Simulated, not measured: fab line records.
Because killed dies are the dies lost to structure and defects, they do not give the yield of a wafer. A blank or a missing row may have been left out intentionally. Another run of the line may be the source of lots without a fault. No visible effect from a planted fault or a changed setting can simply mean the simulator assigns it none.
A struck lot beside a sound one || flow nand_harc || 18 out of 1159 route steps
Sound: wafers L179.3, L179.4, L179.6. Wafers L169.2, L169.3, L169.4 were the ones struck. Last of all comes the cause.
Order at every step that has rows: each side's tool, ch and its chambers, its first start. Under that, the readings that differ: sound wafers || struck wafers || difference of the means || sigmas: that difference in standard deviations of wafers without a fault.
alike: a reading whose means differ by less than 2 such deviations, as well as words and numbers matching on both sides. not compared: withheld readings; readings where some wafer has no value; bounds like >300 that might hide an equal value; numbers whose values overlap and for which the record gives no deviation.
Wherever a step has rows on one side only, a row that says differs or no value, or a row with sigmas, the two part there. Non-overlapping numbers with no deviation appear without sigmas and do not part them. A reading missing from all wafers of one side parts the sides only when that side holds two or more wafers.

NHARC_A_STAIRCASE_CMP_472: polishes SiO2.
  sound on cmp-04 ch 1,2,3, day 18 22:19; struck on cmp-04 ch 0,1,3, day 17 02:50
  alike: motor_current_A
after that, 1 step had no rows for these wafers: NHARC_A_STAIRCASE_SRD_474.
NHARC_A_STAIRCASE_INSPECT_155:
  sound: defect_inspect-02 at day 18 22:40; struck: defect_inspect-02 at day 17 03:08
  alike: raw_defect_count
NHARC_A_SGD_CUT_DEP_00: deposits SiNx, target thk 50 nm.
  sound on pecvd-02 ch 1,2, day 18 22:55; struck on pecvd-02 ch 0,2, day 17 03:16
{"reading": "heater_power_w (W)", "sound": "723 923 734", "struck": "598 618 614", "difference": -183, "sigmas": -2}
  alike: rf_fwd_power_W, susceptor_temp_C
then, 7 steps without rows for these wafers: NHARC_A_SGD_CUT_DEHYDRATE_01 (time 120 s); NHARC_A_SGD_CUT_HMDS_02 (time 30 s); NHARC_A_SGD_CUT_COAT_56 (time 75 s); NHARC_A_SGD_CUT_COAT_57 (time 65 s); NHARC_A_SGD_CUT_COAT_03 (resist thk 90 nm); NHARC_A_SGD_CUT_SOFTBAKE_04 (time 55 s); NHARC_A_SGD_CUT_EBR_05.
NHARC_A_SGD_CUT_EXPOSE_06: exposes mask SGD.
  sound on arfi_scanner-03 ch 0, day 18 23:29; struck on arfi_scanner-02 ch 0, day 17 03:50
{"reading": "model.A_SGD_CUT.overlay_x_nm (nm)", "sound": "-0.358 -0.358 -0.358", "struck": "6.184 6.184 6.184", "difference": "+6.542", "sigmas": ""}
  alike: mask
then, 2 steps without rows for these wafers: NHARC_A_SGD_CUT_PEB_07 (peb time 65 s); NHARC_A_SGD_CUT_DEVELOP_08 (develop time 35 s).
NHARC_A_SGD_CUT_CD_MEAS_09: target cd 100 nm.
  sound on cd_sem-03 ch 0, day 18 23:37; struck on cd_sem-02 ch 0, day 17 03:58
  alike: cd_nm
NHARC_A_SGD_CUT_OVL_MEAS_10:
  sound: overlay-02 at day 18 23:43; struck: overlay-01 at day 17 04:13
{"reading": "overlay_x_nm (nm)", "sound": "-0.9 -0.3 0.2", "struck": "6.2 6.4 6.2", "difference": "+6.6", "sigmas": "+8"}
{"reading": "overlay_y_nm (nm)", "sound": "2.2 1.5 1.8", "struck": "-0.4 -0.2 -0.5", "difference": -2.2, "sigmas": -3}
  not compared: hold
NHARC_A_SGD_CUT_INSPECT_11:
  sound: defect_inspect-01 at day 18 23:44; struck: defect_inspect-01 at day 17 13:14
{"reading": "hold", "sound": "- - -", "struck": "await_dispo/9.0h/release await_dispo/9.0h/release await_dispo/9.0h/release", "difference": "no value on the sound wafers", "sigmas": ""}
{"reading": "raw_defect_count", "sound": "4 14 7", "struck": "36 25 47", "difference": "+28", "sigmas": "+3"}
-- record jumps: 6 days between struck wafers' starts before vs after; left off in module A_SGD_CUT, resumes in module END, first step shown is number 1159 of the route --
NHARC_END_SORT_01:
  the record has rows for the struck wafers here (prober-01 ch 0, day 23 04:37) and none for the sound ones

## WHERE THEY PART
First at NHARC_A_SGD_CUT_DEP_00; last, within this record, at NHARC_END_SORT_01.

WHY: what had been put in by the simulator
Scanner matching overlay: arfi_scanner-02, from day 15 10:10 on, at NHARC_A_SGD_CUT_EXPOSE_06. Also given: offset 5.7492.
